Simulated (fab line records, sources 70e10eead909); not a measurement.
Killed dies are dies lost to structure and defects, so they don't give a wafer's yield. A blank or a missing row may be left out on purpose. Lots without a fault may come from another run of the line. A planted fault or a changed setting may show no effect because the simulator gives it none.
Chamber matching | flow nand_harc | NHARC_A_CHANNEL_FILL_D2_ALD_25 on ald_hk-02: 4 sister chambers
The step deposits SiOx, target thk 60 nm, pulse time 10 s, ald cycles 600. 4 wafers are shown with their chamber, then 7 later ones without.

WAFERS WITH THEIR CHAMBER
wafer  | chamber | heater_power_w (W)
L079.6 | 2       | 522
L084.2 | 1       | 433
L088.2 | 3       | 388
L088.3 | 0       | 499

WAFERS WITHOUT THEIR CHAMBER
wafer  | heater_power_w (W)
L088.5 | 494
L091.1 | 489
L091.3 | 441
L091.4 | 394
L097.1 | 527
L097.4 | 443
L097.5 | 392

WHICH CHAMBER EACH WENT THROUGH
wafer  | from the rows above | in truth
L088.5 | 0                   | 0
L091.1 | 0                   | 0
L091.3 | 1                   | 1
L091.4 | 3                   | 3
L097.1 | 2                   | 2
L097.4 | 1                   | 1
L097.5 | 3                   | 3
Placed correctly: 7 of 7. Can't be placed from these rows: 0. Placed wrongly: 0.
How it was worked out, from the rows above alone: a wafer's distance from a chamber is the root of the sum, over the readings, of the square of ((its reading less the chamber's mean) divided by the reading's scatter). The wafer belongs to the nearest chamber; if the next one is less than 2 further off, it can't be placed. A chamber's mean is the mean of its shown wafers. The scatter: with one shown wafer a chamber, the root of the mean of the squares of how far each hidden wafer lies from its nearest shown one.
